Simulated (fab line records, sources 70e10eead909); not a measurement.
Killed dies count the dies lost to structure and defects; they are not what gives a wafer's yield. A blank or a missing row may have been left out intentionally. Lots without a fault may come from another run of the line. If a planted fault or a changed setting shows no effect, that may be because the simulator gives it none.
Matching of chambers    flow nand harc    NHARC_A_STAIRCASE_ALD_420 on ald hk-04 has 4 sister chambers
The step deposits SiO2, target thk 20 nm, pulse time 6 s, ald cycles 200. 7 wafers are shown with their chamber, then 7 later ones without.

## EACH WAFER AND ITS CHAMBER
wafer   chamber  heater power w (W)  precursor pulse height rel
L632.1  0        406                 0.973
L632.6  0        415                 1.000
L644.1  2        492                 1.033
L644.4  3        462                 0.946
L644.5  2        488                 1.007
L646.1  1        498                 1.027
L646.4  3        453                 1.003

## WAFERS WHOSE CHAMBER IS MISSING
wafer   heater power w (W)  precursor pulse height rel
L646.6  468                 1.000
L649.2  488                 0.992
L649.3  421                 0.992
L649.6  524                 1.030
L651.2  519                 1.024
L651.3  465                 0.993
L651.5  499                 1.011

## WHICH CHAMBER EACH ONE RAN IN
wafer   from the rows above      in truth
L646.6  can't be placed: 3 or 2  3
L649.2  can't be placed: 2 or 1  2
L649.3  0                        0
L649.6  can't be placed: 1 or 2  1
L651.2  can't be placed: 1 or 2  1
L651.3  3                        3
L651.5  can't be placed: 1 or 2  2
Correct placement for 2 of the 7. Unplaceable from these rows: 5, with the true chamber sitting among the candidates in 5. 0 placed wrongly.
How it was worked out, from the rows above alone: a wafer's distance from a chamber is the root of the sum, over the readings, of the square of ((its reading less the chamber's mean) divided by the reading's scatter). The wafer belongs to the nearest chamber; if the next one is less than 2 further off, it can't be placed. Each chamber's mean is taken over the wafers shown for it. The scatter is the square root of a quotient: the sum, over the shown wafers, of each reading's squared deviation from its chamber's mean, divided by wafers minus chambers.
